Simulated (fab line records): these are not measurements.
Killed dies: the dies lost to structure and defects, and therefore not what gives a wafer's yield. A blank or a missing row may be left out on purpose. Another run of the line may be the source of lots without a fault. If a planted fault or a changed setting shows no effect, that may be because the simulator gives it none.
fab line records	flow nand-harc
record lots=6	wafers=18	last-day=32
route steps=1302 shown A_SGD_CUT@894
lots that met no fault: taken from a fault-free run of the same line
start-h: hours from the record's opening day to when the first of the lot's shown wafers began	wait-h: hours since the lot's step before	" repeats the value in the row above	L1.1+2: a single row standing in for several wafers	- either no value or no given start	* or withheld: withheld	< > ~ a bound
route shown NAME@n: NAME is a module with steps in the file, n the number in the route of the first one	usual: average and standard deviation across the fault-free wafers	same: alike in all rows	chamber/n: place in a boat	sites: readings site by site	_std_site: their standard deviation	_edge_site: mean of outer sites minus mean of inner sites	radius-mm: how far each site lies from the wafer's centre	mask NAME#n: copy n	behind: the last tool/chamber to shape the wafer	hold: why the lot was held/for how many hours/how that ended	device: which transistor (n, p or np) failed to switch	end of line: tests run on the same wafers once the route is complete	a step without rows: its recipe alone	killed: the dies lost at the first sort to structure and to defects; this is not the yield of the wafer	map: the dies of a wafer, with x for killed, . for not killed, _ for no die there
set.NAME: the setting the step ran with; set.NAME@STEP: the setting that earlier step ran with	model.NAME: the simulator's own value behind a step, which no gauge read
lots at some steps of the route; a table a step, a row a wafer
services: the hour from which a tool's chamber was out of use, counted from the record's first day as start-h (under 0 if before that day), plus the number of hours and why
## steps
# step NHARC_A_SGD_CUT_COAT_57
# recipe temp-c=225	time-s=65
# step NHARC_A_SGD_CUT_COAT_03
# recipe spin-rpm=1500	resist-thk-nm=90
# step NHARC_A_SGD_CUT_SOFTBAKE_04
# recipe temp-c=105	time-s=55
# step NHARC_A_SGD_CUT_EBR_05
# step NHARC_A_SGD_CUT_EXPOSE_06
# recipe na=1.35	dose-mj=85.59	mask-id=SGD
# step NHARC_A_SGD_CUT_PEB_07
# recipe peb-temp-c=100	peb-time-s=65
# step NHARC_A_SGD_CUT_DEVELOP_08
# recipe develop-time-s=35	dev-temp-c=23
# step NHARC_A_SGD_CUT_CD_MEAS_09
# recipe target-cd-nm=100	landing-energy-ev=500
# usual cd-nm=100.1/0.41
lot.wafer	tool	chamber	start-h	wait-h	cd-nm
L897.1	cd-sem-03	0	509.65	-	99.7
L897.4	"	0	"	"	100.1
L897.5	"	0	"	"	100.1
L898.1	cd-sem-03	0	534.48	-	100.1
L898.5	"	0	"	"	99.8
L898.6	"	0	"	"	100.3
L906.2	cd-sem-01	0	595.91	-	101.1
L906.3	"	0	"	"	100.4
L906.6	"	0	"	"	100.6
L908.1	cd-sem-02	0	617.71	-	100.3
L908.2	"	0	"	"	100.2
L908.3	"	0	"	"	100.2
L909.2	cd-sem-01	0	617.96	-	100.5
L909.3	"	0	"	"	100.4
L909.4	"	0	"	"	100.1
L913.1	cd-sem-02	0	651.33	-	99.9
L913.3	"	0	"	"	99.8
L913.4	"	0	"	"	100.7
# step NHARC_A_SGD_CUT_OVL_MEAS_10
# usual overlay-x-nm=0.1/0.74	overlay-y-nm=0.1/1.2
lot.wafer	tool	chamber	start-h	wait-h	overlay-x-nm	overlay-y-nm
L897.1	overlay-02	-	509.74	-	0.3	-0.9
L897.4	"	-	"	"	0.2	-1.2
L897.5	"	-	"	"	0.7	-1.3
L898.1	overlay-02	-	534.57	-	0.5	-1.9
L898.5	"	-	"	"	0.7	-1.7
L898.6	"	-	"	"	0.2	-2.2
L906.2	overlay-02	-	596.00	-	1.1	-0.6
L906.3	"	-	"	"	0.7	-1.0
L906.6	"	-	"	"	0.3	-0.9
L908.1	overlay-01	-	617.80	-	0.4	-0.7
L908.2	"	-	"	"	0.0	0.1
L908.3	"	-	"	"	0.0	-0.6
L909.2	overlay-02	-	618.05	-	-1.0	2.4
L909.3	"	-	"	"	-0.7	3.2
L909.4	"	-	"	"	-0.4	2.7
L913.1	overlay-01	-	651.41	-	-0.1	0.2
L913.3	"	-	"	"	-0.7	-0.1
L913.4	"	-	"	"	-0.1	0.2
# step NHARC_A_SGD_CUT_INSPECT_11
# usual raw-defect-count=56/26
lot.wafer	tool	chamber	start-h	wait-h	raw-defect-count
L897.1	defect-inspect-01	-	509.78	0.0	118
L897.4	"	-	"	"	116
L897.5	"	-	"	"	124
L898.1	defect-inspect-02	-	534.60	0.0	24
L898.5	"	-	"	"	25
L898.6	"	-	"	"	29
L906.2	defect-inspect-01	-	596.03	0.0	45
L906.3	"	-	"	"	50
L906.6	"	-	"	"	44
L908.1	defect-inspect-01	-	617.83	0.0	45
L908.2	"	-	"	"	64
L908.3	"	-	"	"	58
L909.2	defect-inspect-02	-	618.08	0.0	76
L909.3	"	-	"	"	61
L909.4	"	-	"	"	57
L913.1	defect-inspect-02	-	651.45	0.0	75
L913.3	"	-	"	"	71
L913.4	"	-	"	"	58
# step NHARC_A_SGD_CUT_DESCUM_14
# recipe time-s=3	o2-flow-sccm=200	ar-flow-sccm=0	bias-power-w=0	chemistry=O2
# usual drypump-motor-current-A=5.7/0.43	oes-product-au=1.001/0.008	rf-vpp-V=57.7/0.83	showerhead-plenum-p-Torr=1.88/0.064	throttle-valve-pct=11.311/0.0094
lot.wafer	tool	chamber	start-h	wait-h	drypump-motor-current-A	oes-product-au	rf-hours-counter-h	rf-vpp-V	showerhead-plenum-p-Torr	throttle-valve-pct
L897.1	rie-diel-08	1	509.84	0.1	5.7	1.014	8.0	58.4	1.78	11.318
L897.4	"	2	"	"	6.0	0.991	8.5	57.3	1.91	11.323
L897.5	"	2	"	"	6.0	0.990	-	58.0	1.91	11.302
L898.1	rie-diel-08	2	534.67	0.1	6.0	0.993	10.2	58.0	1.91	11.323
L898.6	"	1	"	"	5.7	0.994	-	56.8	1.78	11.307
L898.5	"	2	"	"	5.9	0.987	-	56.9	1.91	11.327
L906.3	rie-diel-09	1	596.11	0.1	5.8	1.002	4.2	57.6	1.85	11.320
L906.2	"	2	"	"	5.2	1.000	2.1	56.7	1.85	11.302
L906.6	"	3	"	"	6.4	0.986	-	57.8	1.79	11.302
L908.1	rie-diel-09	3	617.91	0.1	6.5	0.987	6.2	55.2	1.79	11.318
L908.2	"	0	"	"	6.4	1.005	6.2	57.5	1.98	11.299
L908.3	"	1	"	"	5.8	0.997	5.1	56.9	1.85	11.296
L909.3	rie-diel-08	0	618.14	0.1	5.0	0.995	4.3	57.6	1.94	11.316
L909.2	"	1	"	"	5.7	1.005	3.7	57.5	1.78	11.309
L909.4	"	3	"	"	5.6	1.008	4.5	57.5	1.87	11.320
L913.4	rie-diel-11	1	651.51	0.1	5.5	1.011	3.1	57.2	1.91	11.303
L913.1	"	2	"	"	5.8	1.001	2.9	56.5	1.86	11.315
L913.3	"	0	"	"	6.4	0.990	2.9	58.0	1.92	11.308
# step NHARC_A_SGD_CUT_ETCH_58
# recipe target-depth-a=390	over-etch-frac=0.3	time-s=65	ion-energy-ev=80	cf4-flow-sccm=150	ar-flow-sccm=0	rf-w=300	bias-w=100	chemistry=CF4
# usual drypump-motor-current-A=5.8/0.43	oes-product-au=1.001/0.008	rf-vpp-V=151.0/1	run-length-s=86.0/0.33	showerhead-plenum-p-Torr=1.74/0.054	throttle-valve-pct=13.283/0.0092
lot.wafer	tool	chamber	start-h	wait-h	drypump-motor-current-A	oes-product-au	rf-hours-counter-h	rf-vpp-V	run-length-s	showerhead-plenum-p-Torr	throttle-valve-pct
L897.4	rie-diel-08	2	509.92	0.1	6.0	1.001	8.5	150.0	85.8	1.77	13.273
L897.1	"	1	"	"	5.7	1.010	8.0	150.9	85.9	1.65	13.301
L897.5	"	2	"	"	6.0	1.005	-	152.3	85.5	1.77	13.279
L898.1	rie-diel-08	1	534.76	0.1	5.7	1.023	9.6	150.2	86.2	1.65	13.287
L898.5	"	3	"	"	5.6	1.006	-	149.1	86.2	1.73	13.284
L898.6	"	0	"	"	5.1	1.005	-	152.3	85.8	1.79	13.287
L906.3	rie-diel-09	0	596.18	0.1	6.4	1.005	4.9	152.4	85.9	1.82	13.275
L906.2	"	3	"	"	6.5	0.998	4.9	150.5	85.9	1.66	13.271
L906.6	"	1	"	"	5.8	0.990	-	150.9	85.5	1.72	13.278
L908.2	rie-diel-09	1	617.99	0.1	5.8	0.992	5.1	149.8	85.9	1.72	13.279
L908.3	"	2	"	"	5.1	0.999	3.1	151.4	86.0	1.71	13.278
L908.1	"	3	"	"	6.5	0.979	6.2	149.9	85.9	1.66	13.288
L909.3	rie-diel-08	2	618.41	0.3	6.0	1.002	3.9	151.9	85.7	1.77	13.275
L909.4	"	3	"	"	5.6	0.998	4.5	150.3	86.2	1.73	13.293
L909.2	"	0	"	"	5.0	0.988	4.4	151.1	86.5	1.79	13.283
L913.3	rie-diel-11	3	651.77	0.2	5.9	0.995	2.7	152.0	85.3	1.82	13.294
L913.1	"	0	"	"	6.4	0.983	3.0	150.7	86.1	1.77	13.309
L913.4	"	1	"	"	5.5	0.996	3.2	150.2	86.2	1.76	13.275
# step NHARC_A_SGD_CUT_ETCH_59
# recipe target-depth-a=2600	over-etch-frac=0.25	time-s=406.25	ion-energy-ev=200	n2-flow-sccm=150	h2-flow-sccm=150	ar-flow-sccm=0	rf-w=400	bias-w=150	chemistry=N2/H2
# usual drypump-motor-current-A=5.8/0.44	oes-product-au=1.001/0.0078	rf-vpp-V=429.5/2	run-length-s=427.2/0.34	showerhead-plenum-p-Torr=2.00/0.071	throttle-valve-pct=14.170/0.0093
lot.wafer	tool	chamber	start-h	wait-h	drypump-motor-current-A	oes-product-au	rf-hours-counter-h	rf-vpp-V	run-length-s	showerhead-plenum-p-Torr	throttle-valve-pct
L897.1	rie-diel-08	0	510.01	-	5.1	0.991	7.5	431.7	427.1	2.07	14.168
L897.4	"	3	"	"	5.6	1.014	7.9	430.4	450.6	1.99	14.166
L897.5	"	1	"	"	5.8	1.005	-	427.3	427.6	1.89	14.165
L898.1	rie-diel-08	0	534.84	-	5.1	0.990	9.1	431.7	427.5	2.07	14.183
L898.5	"	0	"	"	5.1	0.998	-	431.9	427.9	2.07	14.183
L898.6	"	1	"	"	5.7	0.997	-	426.3	450.5	1.89	14.192
L906.3	rie-diel-09	3	596.27	-	6.5	1.000	4.9	426.0	427.1	1.90	14.183
L906.2	"	2	"	"	5.2	1.006	2.2	429.9	427.3	1.96	14.178
L906.6	"	0	"	"	6.4	1.013	-	432.2	427.1	2.11	14.174
L908.1	rie-diel-09	2	618.08	-	5.2	1.011	3.1	426.3	427.5	1.96	14.172
L908.2	"	0	"	"	6.4	1.009	6.3	433.0	427.1	2.11	14.168
L908.3	"	1	"	"	5.8	1.008	5.2	428.3	427.2	1.97	14.168
L909.4	rie-diel-08	1	618.49	-	5.7	1.003	3.8	426.3	427.3	1.89	14.168
L909.2	"	3	"	"	5.6	1.010	4.6	429.2	427.5	1.99	14.172
L909.3	"	0	"	"	5.1	0.992	4.5	431.9	427.5	2.07	14.164
L913.3	rie-diel-11	3	651.86	-	5.9	0.999	2.8	431.8	426.7	2.10	14.188
L913.4	"	0	"	"	6.4	0.995	3.0	430.9	427.4	2.05	14.166
L913.1	"	1	"	"	5.5	1.009	3.3	429.3	427.5	2.03	14.163
# step NHARC_A_SGD_CUT_ETCH_15
# recipe target-depth-a=750	time-s=64.3	ch3f-flow-sccm=50	o2-flow-sccm=30	ar-flow-sccm=200	rf-w=500	bias-w=100	chemistry=CH3F/O2
# usual drypump-motor-current-A=5.8/0.42	oes-product-au=0.960/0.017	rf-vpp-V=263.4/1.5	run-length-s=85.2/0.33	showerhead-plenum-p-Torr=2.42/0.08	throttle-valve-pct=20.664/0.0088
lot.wafer	tool	chamber	start-h	wait-h	drypump-motor-current-A	oes-product-au	rf-hours-counter-h	rf-vpp-V	run-length-s	showerhead-plenum-p-Torr	throttle-valve-pct
L897.4	rie-diel-08	3	-	-	5.6	0.970	7.9	262.9	85.7	2.40	20.665
L897.1	"	0	"	"	5.0	0.973	7.7	263.9	86.0	2.49	20.656
L897.5	"	3	"	"	5.6	0.958	-	263.1	85.6	2.40	20.655
L898.1	rie-diel-08	2	-	-	6.0	0.956	10.3	265.4	84.7	2.46	20.658
L898.5	"	1	"	"	5.7	0.959	-	261.6	85.3	2.29	20.641
L898.6	"	2	"	"	6.0	0.958	-	262.7	84.9	2.46	20.671
L906.2	rie-diel-09	0	-	-	6.4	0.981	5.1	265.2	85.1	2.54	20.650
L906.3	"	1	"	"	5.8	0.984	4.4	262.7	84.7	2.38	20.651
L906.6	"	0	"	"	6.4	0.968	-	264.4	85.5	2.54	20.664
L908.2	rie-diel-09	0	-	-	6.5	0.980	6.3	264.8	85.8	2.54	20.659
L908.1	"	2	"	"	5.2	0.968	3.3	263.8	85.5	2.37	20.672
L908.3	"	3	"	"	6.5	0.957	6.5	260.5	85.0	2.30	20.669
L909.3	rie-diel-08	2	-	-	6.0	0.958	4.2	264.7	85.2	2.45	20.653
L909.2	"	3	"	"	5.6	0.977	4.7	261.8	85.2	2.40	20.655
L909.4	"	1	"	"	5.7	0.958	4.0	261.5	85.1	2.29	20.657
L913.1	rie-diel-11	2	-	-	5.8	0.942	3.1	262.5	85.7	2.40	20.653
L913.3	"	0	"	"	6.4	0.948	3.3	264.7	85.6	2.47	20.651
L913.4	"	1	"	"	5.5	0.937	3.4	264.0	85.5	2.45	20.660
## services
tool	chamber	start-h	hours	kind
rie-diel-09	0	486.36	6.4	repair
rie-diel-08	3	495.83	8.4	repair
rie-diel-09	-	497.10	9.0	pm
rie-diel-08	0	499.33	-	clean
rie-diel-08	1	499.33	-	clean
rie-diel-08	2	499.33	-	clean
rie-diel-11	1	509.15	2.6	repair
rie-diel-09	2	512.51	36.8	repair
rie-diel-08	0	524.00	-	clean
rie-diel-08	1	524.00	-	clean
rie-diel-08	2	524.00	-	clean
rie-diel-08	3	524.00	-	clean
rie-diel-11	0	531.12	12.0	repair
rie-diel-09	-	543.34	0.5	repair
rie-diel-08	-	544.80	9.0	pm
rie-diel-08	0	544.80	9.0	vent-cycle
rie-diel-08	1	544.80	9.0	vent-cycle
rie-diel-08	2	544.80	9.0	vent-cycle
rie-diel-09	-	552.39	0.6	repair
rie-diel-09	1	556.03	7.7	repair
rie-diel-11	-	609.50	9.0	pm
rie-diel-08	3	622.53	9.8	repair
rie-diel-08	1	633.67	10.1	repair
rie-diel-08	1	644.34	4.9	repair
## key
first-sign step=NHARC_A_SGD_CUT_ETCH_59	reading=run-length-s	direction=up	sigmas=68	usual=*	struck=*
effect none on later readings
met-at NHARC_A_SGD_CUT_ETCH_59
struck-wafers L897.4,L898.6
tester-left-out L897,L898
fault kind=process-parameter-drift	tool=rie-diel-08	chamber=-	onset-h=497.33	steps=NHARC_A_SGD_CUT_ETCH_59	channel=time-s	offset=*	shape=step	end-h=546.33	scope=struck-wafers-only	acts-in=*	stated=*
# tester-left-out: of these lots the tester's yield and bins aren't shown, on N5 and GAA mostly nor the transistor test; their killed dies are dies lost to structure and defects alone, not to doping, threshold or leakage, so they don't give the yield
